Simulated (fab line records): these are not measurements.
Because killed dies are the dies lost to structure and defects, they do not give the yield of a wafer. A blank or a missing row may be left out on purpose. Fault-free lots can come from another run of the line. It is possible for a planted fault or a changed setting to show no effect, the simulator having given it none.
What tool caused it? | flow nandHarc | 39 wafers from 13 lots sampled at 5 of the route's 1302 steps

== WHAT EACH GAUGE READ, for each wafer ==
NHARC_P_M2_OVL_MEAS_10: pitch 340 nm. Usual: overlayXNm -0.2 nm, standard deviation 0.86; overlayYNm -0.3 nm, standard deviation 1.
lot  | measured     | on         | overlayXNm (nm) | overlayYNm (nm) | flag
L436 | day 6 23:17  | overlay-01 | -0.8 -1.3 -1.3  | -1.6 -1.1 -1.1  | 
L438 | day 7 15:29  | overlay-01 | -0.4 -0.2 -0.1  | -2.0 -1.5 -1.5  | 
L437 | day 7 17:52  | overlay-01 | -0.2 -0.5 -0.1  | -1.5 -1.3 -1.4  | 
L440 | day 8 15:44  | overlay-01 | 0.0 -0.3 0.0    | -2.3 -2.3 -2.0  | 
L442 | day 9 01:37  | overlay-01 | 1.1 1.5 1.4     | 0.8 -0.6 0.2    | 
L444 | day 9 23:13  | overlay-02 | -1.2 -0.8 -1.8  | -0.1 -0.3 0.0   | 
L448 | day 12 13:01 | overlay-02 | -0.5 -0.5 -0.7  | -0.6 -0.2 0.0   | 
L451 | day 13 03:54 | overlay-02 | -1.4 -1.2 -1.5  | -1.3 -1.0 -1.1  | 
L453 | day 13 19:35 | overlay-02 | -1.0 -0.6 -0.7  | -0.5 -0.1 -0.1  | 
L454 | day 14 11:55 | overlay-01 | -0.1 -0.2 -0.6  | 0.2 0.4 0.8     | 
L456 | day 14 23:22 | overlay-02 | -1.8 -1.9 -1.4  | -1.1 -0.9 -1.1  | 
L457 | day 15 12:17 | overlay-02 | -0.1 0.2 -0.2   | -1.5 -1.3 -1.9  | 
L458 | day 16 02:04 | overlay-01 | -0.1 0.6 0.5    | 1.4 1.8 1.9     | 

NHARC_P_M2_THK_MEAS_24: measures by xrf. Usual: 144.5 nm for thkNm, sd 1.2.
lot  | measured     | on           | thkNm (nm)        | flag
L436 | day 7 02:17  | filmMetro-01 | 143.7 142.9 144.5 | 
L438 | day 7 18:03  | filmMetro-02 | 143.8 144.5 143.4 | 
L437 | day 7 20:28  | filmMetro-01 | 143.3 144.0 143.5 | 
L440 | day 8 18:18  | filmMetro-01 | 145.1 144.4 145.1 | 
L442 | day 9 04:10  | filmMetro-01 | 145.4 145.6 143.0 | 
L444 | day 10 01:52 | filmMetro-01 | 145.0 143.5 144.5 | 
L448 | day 12 15:32 | filmMetro-01 | 144.7 150.5 147.9 | 
L451 | day 13 06:28 | filmMetro-02 | 145.4 145.8 144.3 | 
L453 | day 13 22:11 | filmMetro-02 | 144.5 144.5 141.2 | 
L454 | day 14 14:26 | filmMetro-02 | 144.8 144.8 146.5 | 
L456 | day 15 02:11 | filmMetro-01 | 144.3 143.4 140.9 | 
L457 | day 15 15:23 | filmMetro-01 | 146.6 146.4 143.9 | 
L458 | day 16 04:39 | filmMetro-01 | 145.0 143.4 143.6 | 

NHARC_P_M2_INSPECT_27. Usual: 314 for rawDefectCount, sd 100.
lot  | measured     | on               | rawDefectCount | flag
L436 | day 7 02:27  | defectInspect-02 | 260 176 336    | 
L438 | day 7 18:13  | defectInspect-02 | 211 241 232    | 
L437 | day 7 20:39  | defectInspect-01 | 494 350 393    | 
L440 | day 8 18:28  | defectInspect-02 | 415 536 324    | 
L442 | day 9 04:19  | defectInspect-02 | 271 244 335    | 
L444 | day 10 02:02 | defectInspect-01 | 304 234 300    | 
L448 | day 12 15:41 | defectInspect-02 | 528 4476 339   | OFF
L451 | day 13 06:38 | defectInspect-02 | 244 307 354    | 
L453 | day 13 22:20 | defectInspect-02 | 235 169 267    | 
L454 | day 14 14:35 | defectInspect-02 | 170 237 199    | 
L456 | day 15 02:20 | defectInspect-02 | 598 686 355    | 
L457 | day 15 15:32 | defectInspect-02 | 310 117 272    | 
L458 | day 16 04:49 | defectInspect-02 | 326 466 423    | 

NHARC_P_BONDPAD_CD_MEAS_09: the cd target is 500 nm. Usual: 499.5 nm for cdNm, sd 1.5.
lot  | measured     | on       | cdNm (nm)         | flag
L436 | day 7 04:26  | cdSem-03 | 498.9 498.1 496.7 | 
L438 | day 7 20:08  | cdSem-01 | 496.1 499.1 497.8 | 
L437 | day 7 22:18  | cdSem-01 | 500.6 498.8 499.5 | 
L440 | day 8 20:08  | cdSem-02 | 502.3 502.1 500.9 | 
L442 | day 9 06:10  | cdSem-03 | 502.0 500.3 501.9 | 
L444 | day 10 03:49 | cdSem-03 | 499.2 499.0 498.7 | 
L448 | day 12 17:27 | cdSem-02 | 501.1 501.0       | 
L451 | day 13 08:25 | cdSem-02 | 498.4 499.6 499.1 | 
L453 | day 14 00:08 | cdSem-02 | 499.4 499.4 499.3 | 
L454 | day 14 16:29 | cdSem-02 | 498.7 498.9 498.4 | 
L456 | day 15 04:08 | cdSem-03 | 499.6 499.3 501.6 | 
L457 | day 15 17:11 | cdSem-03 | 500.5 502.2 500.6 | 
L458 | day 16 06:38 | cdSem-01 | 501.4 500.5 500.3 | 

== WHICH TOOL RAN EACH LOT (tool, then ch and the chambers of the sampled wafers, then the start) ==
lot  | NHARC_P_M2_CMP_23
L436 | cmp-04 ch 0,2,3, day 7 01:59
L438 | cmp-02 ch 2,3, day 7 17:46
L437 | cmp-02 ch 0,1,3, day 7 20:13
L440 | cmp-02 ch 2,3, day 8 17:59
L442 | cmp-03 ch 0,1,2, day 9 03:53
L444 | cmp-03 ch 0,1,3, day 10 01:37
L448 | cmp-03 ch 1,2,3, day 12 15:17
L451 | cmp-02 ch 1,2,3, day 13 06:10
L453 | cmp-02 ch 0,2, day 13 21:53
L454 | cmp-04 ch 0,3, day 14 14:07
L456 | cmp-03 ch 0,1,3, day 15 01:52
L457 | cmp-03 ch 1,2, day 15 15:04
L458 | cmp-04 ch 0,1,2, day 16 04:23
- NHARC_P_M2_CMP_23: polishes, t overpolish 20 s, target thk 144.3 nm.

== WHAT THE TOOLS THEMSELVES READ (means of the sampled wafers that have a number; where no wafer has one, the mark that the record gives instead) ==
NHARC_P_M2_CMP_23. Usual: motorCurrentA 11.7 A, standard deviation 0.98; padLifeWafers 177, standard deviation 97; timeToEndpointS 29.7 s, standard deviation 2.3.
lot  | tool   | motorCurrentA (A) | padLifeWafers | timeToEndpointS (s) | flag
L436 | cmp-04 | 11.7              | 134           | 29.4                | 
L438 | cmp-02 | 12.4              | 49            | 31.1                | 
L437 | cmp-02 | 12.4              | 62            | 26.5                | 
L440 | cmp-02 | 12.8              | 122           | 30.2                | 
L442 | cmp-03 | 11.5              | 104           | 31.8                | 
L444 | cmp-03 | 11.4              | 224           | 29.6                | 
L448 | cmp-03 | 11.0              | 74            | 34.9                | 
L451 | cmp-02 | 12.0              | 193           | 29.0                | 
L453 | cmp-02 | 10.8              | 248           | 29.1                | 
L454 | cmp-04 | 11.5              | 84            | 29.9                | 
L456 | cmp-03 | 11.6              | 332           | 31.6                | 
L457 | cmp-03 | 10.8              | 350           | 29.4                | 
L458 | cmp-04 | 12.2              | 248           | 28.0                | 

== THE ANSWER, worked out from the rows above alone ==
Rule: a lot is off if the mean of its wafers that have a number lies more than 3 standard deviations from the usual mean. A lot without any number at a reading at which 4 lots or more have one is off too. Any other lot the step has rows for is counted as sound. First the gauges in route order, then the tools' own readings, where a lot's mean is used as printed above. At the first step where some lot is off, the reading lying furthest off is the one used; lots without a number count as furthest.
Off at NHARC_P_M2_INSPECT_27 (rawDefectCount): L448.
If a tool, at a process step before that reading, ran all the lots that are off and no sound lot after the first of them, it fits. Those tools and the gauges at NHARC_P_M2_INSPECT_27 are tried in the same way. Not one of the candidates tried fits.

== WHAT THE SIMULATOR HAD INSERTED ==
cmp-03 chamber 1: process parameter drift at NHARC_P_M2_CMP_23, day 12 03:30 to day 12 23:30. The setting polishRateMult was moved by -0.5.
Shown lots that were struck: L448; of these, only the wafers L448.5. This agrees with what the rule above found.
